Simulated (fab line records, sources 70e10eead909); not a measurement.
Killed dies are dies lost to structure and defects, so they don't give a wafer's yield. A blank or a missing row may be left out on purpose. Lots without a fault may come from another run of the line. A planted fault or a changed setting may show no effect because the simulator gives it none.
Chamber matching | flow nand_harc | NHARC_P_CONTACT_CMP_01 on cmp-01: 4 sister chambers
The step polishes SiO2, target thk 200 nm. 8 wafers are shown with their chamber, then 9 later ones without.

WAFERS WITH THEIR CHAMBER
wafer  | chamber | motor_current_A (A) | slurry_filter_dp_kPa (kPa)
L074.3 | 2       | 13.8                | 13.53
L079.3 | 2       | 13.8                | 13.52
L079.4 | 0       | 11.4                | 13.28
L085.3 | 3       | 12.9                | 13.60
L085.6 | 1       | 12.3                | 13.38
L086.1 | 1       | 12.8                | 13.43
L086.5 | 0       | 11.8                | 13.37
L086.6 | 3       | 12.9                | 13.64

WAFERS WITHOUT THEIR CHAMBER
wafer  | motor_current_A (A) | slurry_filter_dp_kPa (kPa)
L088.1 | 11.2                | 13.27
L088.2 | 13.1                | 13.69
L088.4 | 13.3                | 13.52
L092.2 | 11.2                | 13.36
L092.4 | 13.4                | 13.72
L092.5 | 13.9                | 13.16
L094.3 | 12.2                | 13.36
L094.4 | 12.0                | 13.65
L094.5 | 12.7                | 13.47

WHICH CHAMBER EACH WENT THROUGH
wafer  | from the rows above     | in truth
L088.1 | 0                       | 0
L088.2 | 3                       | 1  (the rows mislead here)
L088.4 | can't be placed: 2 or 3 | 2
L092.2 | 0                       | 0
L092.4 | can't be placed: 3 or 2 | 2
L092.5 | can't be placed: 1 or 2 | 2
L094.3 | can't be placed: 1 or 0 | 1
L094.4 | 3                       | 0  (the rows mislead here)
L094.5 | 1                       | 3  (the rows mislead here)
Placed correctly: 2 of 9. Can't be placed from these rows: 4 (the true chamber is among the candidates in 4). Placed wrongly: 3.
How it was worked out, from the rows above alone: a wafer's distance from a chamber is the root of the sum, over the readings, of the square of ((its reading less the chamber's mean) divided by the reading's scatter). The wafer belongs to the nearest chamber; if the next one is less than 2 further off, it can't be placed. A chamber's mean is the mean of its shown wafers. The scatter: the root of (the sum of the squares of (reading less its chamber's mean) over the shown wafers, divided by (wafers less chambers)).
